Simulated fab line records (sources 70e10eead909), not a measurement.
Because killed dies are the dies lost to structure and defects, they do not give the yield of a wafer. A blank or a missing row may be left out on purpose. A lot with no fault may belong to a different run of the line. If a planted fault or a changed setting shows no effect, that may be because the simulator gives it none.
Chamber matching / flow nand-harc / pecvd-01 running NHARC_A_CONTACT_DEP_29: 3 sister chambers
The step deposits SiON, target thk 70 nm. 6 wafers are shown with their chamber, then 8 later ones without.

== WAFERS PAIRED WITH THEIR CHAMBERS ==
wafer=L419.3; chamber=1; heater-power-w (W)=908
wafer=L425.2; chamber=0; heater-power-w (W)=755
wafer=L425.4; chamber=0; heater-power-w (W)=758
wafer=L438.2; chamber=1; heater-power-w (W)=754
wafer=L438.5; chamber=2; heater-power-w (W)=800
wafer=L436.2; chamber=2; heater-power-w (W)=837

== WAFERS WITHOUT THEIR CHAMBER ==
wafer=L436.5; heater-power-w (W)=716
wafer=L436.6; heater-power-w (W)=857
wafer=L440.4; heater-power-w (W)=804
wafer=L440.5; heater-power-w (W)=843
wafer=L440.6; heater-power-w (W)=902
wafer=L439.1; heater-power-w (W)=756
wafer=L439.2; heater-power-w (W)=739
wafer=L439.4; heater-power-w (W)=751

== EACH ONE'S CHAMBER ==
wafer=L436.5; from the rows above=can't be placed: 0 or 2 or 1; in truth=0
wafer=L436.6; from the rows above=can't be placed: 1 or 2 or 0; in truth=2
wafer=L440.4; from the rows above=can't be placed: 2 or 1 or 0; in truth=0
wafer=L440.5; from the rows above=can't be placed: 1 or 2 or 0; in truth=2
wafer=L440.6; from the rows above=can't be placed: 1 or 2 or 0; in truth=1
wafer=L439.1; from the rows above=can't be placed: 0 or 2 or 1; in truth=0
wafer=L439.2; from the rows above=can't be placed: 0 or 2 or 1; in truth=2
wafer=L439.4; from the rows above=can't be placed: 0 or 2 or 1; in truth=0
Correct placement for 0 of the 8. Unplaceable from these rows: 8, with the true chamber sitting among the candidates in 8. Placed wrongly: 0.
How it was worked out, from the rows above alone: a wafer's distance from a chamber is the root of the sum, over the readings, of the square of ((its reading less the chamber's mean) divided by the reading's scatter). The wafer belongs to the nearest chamber; if the next one is less than 2 further off, it can't be placed. The mean given for a chamber averages the wafers shown for that chamber. The scatter is the square root of a quotient: the sum, over the shown wafers, of each reading's squared deviation from its chamber's mean, divided by wafers minus chambers.
